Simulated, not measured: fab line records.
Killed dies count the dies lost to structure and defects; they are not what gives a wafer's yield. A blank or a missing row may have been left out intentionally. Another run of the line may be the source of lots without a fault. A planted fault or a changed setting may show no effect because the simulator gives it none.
2 desks looking at one fault    flow nand-harc    each desk has only its own numbers; what lay behind them comes last

THE DEFECT DESK
For each lot, the counts of the inspections along the route, averaged over the sampled wafers that have a number. Any lot whose mean is over 4 standard deviations away from the usual mean is out of limits and marked OUT; that distance is given in the brackets.
Columns: A = raw-defect-count at NHARC_A_M0_INSPECT_27, usual 513
lot   first seen here  A
L578  day 23 06:22     461
L580  day 23 23:08     352
L584  day 25 12:42     445
L582  day 25 14:59     363
L585  day 26 03:29     364
L586  day 26 23:08     605
L589  day 27 14:41     638
L588  day 27 17:46     620
L590  day 29 01:41     481
L592  day 29 05:28     511
L594  day 29 14:47     608
L595  day 30 23:35     614
L596  day 31 07:01     485
L598  day 31 15:34     440
L597  day 31 16:01     518
Result from this desk: across the 15 lots, nothing is out of limits.

TOOL OWNER'S DESK, pvd-sputter-03
The tool's own readings at NHARC_A_M0_PVD_20 (deposits TaN, target thk 5 nm, time 8.06 s): means of the sampled wafers that have a number, for each lot that ran on this tool. Any lot whose mean is over 4 standard deviations away from the usual mean is out of limits and marked OUT; that distance is given in the brackets.
Columns: A = bias-v at NHARC_A_M0_PVD_20, usual 168.9 V; B = cathode-dc-power-W at NHARC_A_M0_PVD_20, usual 15000 W; C = chamber-pressure-pa at NHARC_A_M0_PVD_20, usual 0.11996 Pa; D = throttle-valve-pct at NHARC_A_M0_PVD_20, usual 29.7 %
lot   first seen here  A      B      C        D
L582  day 25 13:32     167.3  15000  0.11998  29.6
L585  day 26 01:46     170.3  15001  0.11983  28.3
L586  day 26 21:42     169.4  15000  0.12026  30.2
L589  day 27 13:16     169.1  15002  0.11998  29.5
L590  day 29 00:16     170.0  15001  0.11996  30.3
Result from this desk: across the 5 lots, nothing is out of limits.

TAKEN TOGETHER
Nothing the defect desk looked at was out of limits.
The tool owner's desk saw nothing out of limits.

WHAT HAD BEEN PUT IN BY THE SIMULATOR
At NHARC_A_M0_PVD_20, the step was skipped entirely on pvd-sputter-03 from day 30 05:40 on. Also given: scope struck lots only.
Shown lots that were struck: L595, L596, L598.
